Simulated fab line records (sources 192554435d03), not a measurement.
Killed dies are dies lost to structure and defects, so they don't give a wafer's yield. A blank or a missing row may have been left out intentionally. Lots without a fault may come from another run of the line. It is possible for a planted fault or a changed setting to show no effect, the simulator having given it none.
Which of the tools did it?	flow n5 finfet	Sampling: 10 lots, 29 wafers, 6 of 1938 route steps

WHAT THE GAUGES READ, wafer by wafer
N5_BEOL_M10_INSPECT_58: inspects for defects (darkfield). Usual: raw defect count 78, standard deviation 28.
lot	measured	on	raw defect count	flag
L377	day 12 01:41	defect inspect-02	60 77 114	
L379	day 12 12:59	defect inspect-02	74 115	
L381	day 13 05:50	defect inspect-02	94 63 84	
L382	day 14 00:13	defect inspect-01	83 79 113	
L386	day 14 05:37	defect inspect-01	97 70 94	
L387	day 14 06:02	defect inspect-02	66 77 70	
L385	day 14 09:35	defect inspect-02	920 990 1005	OFF
L389	day 14 15:29	defect inspect-02	67 45 86	
L390	day 14 22:19	defect inspect-02	1035 1062 1006	OFF
L395	day 16 10:47	defect inspect-01	59 40 55	

N5_BEOL_M11_INSPECT_13: inspects for defects (brightfield). Usual: raw defect count 428, standard deviation 89.
lot	measured	on	raw defect count	flag
L377	day 12 03:01	defect inspect-01	268 467 448	
L379	day 12 15:51	defect inspect-02	406 484	
L381	day 13 09:11	defect inspect-01	475 605 542	
L382	day 14 01:41	defect inspect-01	369 344 448	
L386	day 14 07:59	defect inspect-01	399 442 508	
L387	day 14 08:12	defect inspect-02	646 434 534	
L385	day 14 13:27	defect inspect-02	1226 1326 1369	OFF
L389	day 14 16:46	defect inspect-02	487 361 402	
L390	day 15 00:32	defect inspect-01	1343 1334 1213	OFF
L395	day 16 14:10	defect inspect-01	372 319 393	

WHICH TOOL RAN EACH LOT (tool, then ch and the chambers of the sampled wafers, then the start)
lot	N5_BEOL_M10_ETCH_66	N5_BEOL_M10_SURFACE_TREAT_76	N5_BEOL_M10_CMP_52	N5_BEOL_M11_HM_DEP_02
L377	rie diel-06 ch 1,2,3, day 11 22:46	pvd sputter-01, day 12 00:16	cmp-01 ch 0,2,3, day 12 01:17	pvd sputter-03, day 12 02:35
L379	rie diel-05 ch 2,3, day 12 09:51	pvd sputter-03, day 12 11:11	cmp-02 ch 2,3, day 12 12:41	pvd sputter-01, day 12 15:21
L381	rie diel-05 ch 0,1,2, day 13 00:46	pvd sputter-01, day 13 02:40	cmp-01 ch 0,1,3, day 13 05:28	pvd sputter-01, day 13 08:38
L382	rie diel-05 ch 1,3, day 13 21:11	pvd sputter-02, day 13 22:59	cmp-03 ch 0,1, day 13 23:48	pvd sputter-03, day 14 01:16
L386	rie diel-06 ch 0,1,2, day 14 02:30	pvd sputter-01, day 14 04:04	cmp-01 ch 0,1,3, day 14 05:10	pvd sputter-02, day 14 07:34
L387	rie diel-05 ch 1,2,3, day 14 02:49	pvd sputter-03, day 14 04:44	cmp-01 ch 0,2,3, day 14 05:41	pvd sputter-03, day 14 07:39
L385	rie diel-01 ch 0,1,3, day 14 06:55	pvd sputter-01, day 14 08:16	cmp-01 ch 0,1,3, day 14 09:06	pvd sputter-01, day 14 12:54
L389	rie diel-06 ch 0,1,3, day 14 12:30	pvd sputter-01, day 14 14:11	cmp-03 ch 0,2, day 14 15:02	pvd sputter-03, day 14 16:13
L390	rie diel-05 ch 1,3, day 14 19:19	pvd sputter-02, day 14 21:04	cmp-01 ch 2,3, day 14 21:52	pvd sputter-01, day 15 00:07
L395	rie diel-01 ch 1,3, day 16 07:46	pvd sputter-03, day 16 09:08	cmp-03 ch 0,2,3, day 16 10:24	pvd sputter-03, day 16 13:36
- N5_BEOL_M10_ETCH_66: etches SOC in N2/H2, target depth 120 nm, overetch 24 nm, time 180 s.
- N5_BEOL_M10_SURFACE_TREAT_76
- N5_BEOL_M10_CMP_52: polishes, stops on SiCOH lowk, t overpolish 7 s, target thk 140 nm.
- N5_BEOL_M11_HM_DEP_02: deposits TiN, target thk 20 nm.

AS READ BY THE TOOLS THEMSELVES (means over the sampled wafers that have a number; for cases with no such wafer, the mark the record gives instead)
N5_BEOL_M10_ETCH_66. Usual: drypump motor current A 5.7 A, standard deviation 0.42; oes product au 0.67 a.u., standard deviation 0.051; rf vpp V 524.2 V, standard deviation 2; showerhead plenum p Torr 2.55 Torr, standard deviation 0.071; throttle valve pct 17.79 %, standard deviation 0.15.
lot	tool	drypump motor current A (A)	oes product au (a.u.)	rf vpp V (V)	showerhead plenum p Torr (Torr)	throttle valve pct (%)	flag
L377	rie diel-06	5.5	0.66	524.6	2.55	17.78	
L379	rie diel-05	6.0	0.70	523.2	2.54	17.81	
L381	rie diel-05	5.8	0.65	522.2	2.49	17.81	
L382	rie diel-05	6.0	0.68	523.3	2.50	17.86	
L386	rie diel-06	5.6	0.67	526.4	2.64	17.85	
L387	rie diel-05	6.0	0.68	522.2	2.51	17.86	
L385	rie diel-01	5.7	0.68	524.6	2.56	17.72	
L389	rie diel-06	5.5	0.69	525.1	2.61	17.83	
L390	rie diel-05	6.2	0.68	523.9	2.56	17.82	
L395	rie diel-01	5.9	0.65	524.7	2.54	17.79	

N5_BEOL_M10_CMP_52. Usual: barrier field endpoint s 29.1 s, standard deviation 0.78; motor current A 5.7 A, standard deviation 0.51; overpolish run s 7.001 s, standard deviation 0.0099; time to endpoint s 66 s, standard deviation 3.3.
lot	tool	barrier field endpoint s (s)	motor current A (A)	overpolish run s (s)	time to endpoint s (s)	flag
L377	cmp-01	28.3	5.9	7.004	65	
L379	cmp-02	29.9	5.1	7.008	70	
L381	cmp-01	28.7	6.0	7.005	63	
L382	cmp-03	29.0	5.4	6.989	65	
L386	cmp-01	28.4	5.9	7.005	65	
L387	cmp-01	29.4	6.0	6.993	67	
L385	cmp-01	28.9	5.7	6.995	66	
L389	cmp-03	28.4	5.4	6.998	65	
L390	cmp-01	28.3	6.1	6.995	65	
L395	cmp-03	28.2	5.6	6.995	63	

N5_BEOL_M11_HM_DEP_02. Usual: throttle valve pct 30.6 %, standard deviation 0.81.
lot	tool	throttle valve pct (%)	flag
L377	pvd sputter-03	30.9	
L379	pvd sputter-01	30.0	
L381	pvd sputter-01	29.6	
L382	pvd sputter-03	31.4	
L386	pvd sputter-02	31.6	
L387	pvd sputter-03	30.9	
L385	pvd sputter-01	29.8	
L389	pvd sputter-03	31.6	
L390	pvd sputter-01	29.8	
L395	pvd sputter-03	31.0	

THE ANSWER, worked out from the rows above alone
Rule: a lot is off if the mean of its wafers that have a number lies more than 3 standard deviations from the usual mean. A lot without any number at a reading at which 4 lots or more have one is off too. Where the step has rows for the other lots, those lots are counted as sound. The gauges are gone through in route order, then the tools' own readings, and for those a lot's mean is taken as printed above. At the first step where some lot is off, the reading lying furthest off is the one used; lots without a number count as furthest.
Off at N5_BEOL_M10_INSPECT_58 (raw defect count): L385, L390.
A tool fits if, at a process step before that reading, it ran every lot that is off, and no sound lot after the first of them. Gauges at N5_BEOL_M10_INSPECT_58: tried the same way as those tools. One fits: cmp-01 at N5_BEOL_M10_CMP_52. A fault onset in the window from L387 (day 14 05:41, its last sound lot) to L385 (day 14 09:06, its first lot off) fits.

WHAT WAS PUT IN BY THE SIMULATOR
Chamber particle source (cmp-01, N5_BEOL_M10_CMP_52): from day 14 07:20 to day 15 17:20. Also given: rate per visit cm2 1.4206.
Shown lots that were struck: L385, L390. Same finding as the rule above.
